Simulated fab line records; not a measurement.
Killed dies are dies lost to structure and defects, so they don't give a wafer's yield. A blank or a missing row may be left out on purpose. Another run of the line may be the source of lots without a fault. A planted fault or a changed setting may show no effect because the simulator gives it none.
Matching of chambers -- flow n5 finfet -- cmp-03 running N5_BEOL_M4_CMP_52: 4 sister chambers
The step polishes, stops on SiOC, t overpolish 6.8 s, target thk 40 nm. 4 wafers are shown with their chamber, then 10 later ones without.

EACH WAFER AND ITS CHAMBER
wafer,chamber,motor current A (A)
L093.3,0,6.0
L092.3,1,7.1
L094.1,3,6.6
L094.2,2,5.3

WAFERS WHOSE CHAMBER IS MISSING
wafer,motor current A (A)
L094.6,5.3
L095.2,6.0
L095.3,6.4
L095.5,6.3
L096.1,5.3
L096.2,6.2
L096.4,6.0
L097.1,5.8
L097.4,5.7
L097.6,5.3

WHICH CHAMBER EACH ONE RAN IN
wafer,from the rows above,in truth
L094.6,2,2
L095.2,0,0
L095.3,can't be placed: 3 or 0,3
L095.5,can't be placed: 0 or 3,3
L096.1,2,2
L096.2,can't be placed: 0 or 3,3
L096.4,0,0
L097.1,can't be placed: 0 or 2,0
L097.4,can't be placed: 0 or 2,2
L097.6,2,2
Placed correctly: 5 of 10. Not placeable from these rows: 5 (in 5, the candidates include the true chamber). Number placed wrongly: 0.
How it was worked out, from the rows above alone: a wafer's distance from a chamber is the root of the sum, over the readings, of the square of ((its reading less the chamber's mean) divided by the reading's scatter). If the next closest chamber is less than 2 further off than the closest, the wafer can't be placed; otherwise it belongs to the closest. A chamber's mean is the mean of its shown wafers. The scatter (one wafer shown for each chamber): square how far every hidden wafer sits from the nearest shown wafer, average those squares and take the square root.
